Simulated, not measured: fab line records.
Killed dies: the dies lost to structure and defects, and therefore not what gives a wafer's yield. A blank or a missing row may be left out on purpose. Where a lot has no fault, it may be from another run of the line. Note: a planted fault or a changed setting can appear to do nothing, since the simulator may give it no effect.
Which of the tools did it? | flow nand_harc | Sampling: 6 lots, 18 wafers, 4 of 1302 route steps

== WHAT THE GAUGES READ, wafer by wafer ==
NHARC_THIN_TSV_CD_MEAS_33: target cd 5000 nm.
lot  | measured     | on        | cd_nm (nm)
L484 | day 25 00:58 | cd_sem-03 | 5000.2 5000.8 5000.6
L492 | day 28 09:04 | cd_sem-03 | 5000.5 5002.1 5000.8
L496 | day 29 22:16 | cd_sem-01 | 5000.8 4999.8 5001.0
L498 | day 30 02:38 | cd_sem-02 | 5000.2 5000.0 4999.2
L501 | day 31 04:16 | cd_sem-02 | 5002.6 5001.7 5001.1
L503 | day 32 22:51 | cd_sem-02 | 5000.6 5001.8 5000.4

== EACH LOT AND THE TOOL THAT RAN IT (in order: tool; ch and the chambers of the sampled wafers; start) ==
lot  | NHARC_P_M0_PVD_21            | NHARC_THIN_TSV_ETCHBACK_48         | NHARC_THIN_TSV_PVD_19
L484 | pvd_sputter-01, day 7 06:04  | rie_diel-11 ch 1,3, day 24 21:26   | pvd_sputter-01, day 25 00:58 or earlier
L492 | pvd_sputter-03, day 10 12:59 | rie_diel-11 ch 0,2, day 28 05:29   | pvd_sputter-03, day 28 09:04 or earlier
L496 | pvd_sputter-01, day 12 01:22 | rie_diel-07 ch 0,1, day 29 18:34   | pvd_sputter-01, day 29 22:16 or earlier
L498 | pvd_sputter-01, day 12 15:13 | rie_diel-02 ch 0,1,2, day 29 23:05 | pvd_sputter-02, day 30 02:38 or earlier
L501 | pvd_sputter-03, day 13 19:52 | rie_diel-02 ch 0,1, day 31 00:30   | pvd_sputter-01, day 31 04:16 or earlier
L503 | pvd_sputter-03, day 14 14:40 | rie_diel-02 ch 1,2,3, day 32 19:12 | pvd_sputter-03, day 32 22:51 or earlier
- NHARC_P_M0_PVD_21: deposits Cu, target thk 30 nm, time 20.49 s.
- NHARC_THIN_TSV_ETCHBACK_48: etches the open film in C4F8/Ar, target depth 1028.5 nm, time 405.17 s.
- NHARC_THIN_TSV_PVD_19: deposits TaN, target thk 20 nm.

== THE ANSWER, worked out from the rows above alone ==
Rule: usual is defined by the lots themselves. Put in order of their means at a reading, lots are off if they are a third of the lots or fewer, leave a main group of 4 or more, and stand apart from it by a gap of 3 or more times the standard deviation of the main group's means; of several such gaps the widest counts. If all means in a main group match to the digits the tables above print for the reading, that group is not used. Also off: a lot with no number at a reading for which 4 or more lots have one. Where the step has rows for the other lots, those lots are counted as sound.
No lot is off at any reading shown: from this, nothing can be told.

== WHAT WAS PUT IN BY THE SIMULATOR ==
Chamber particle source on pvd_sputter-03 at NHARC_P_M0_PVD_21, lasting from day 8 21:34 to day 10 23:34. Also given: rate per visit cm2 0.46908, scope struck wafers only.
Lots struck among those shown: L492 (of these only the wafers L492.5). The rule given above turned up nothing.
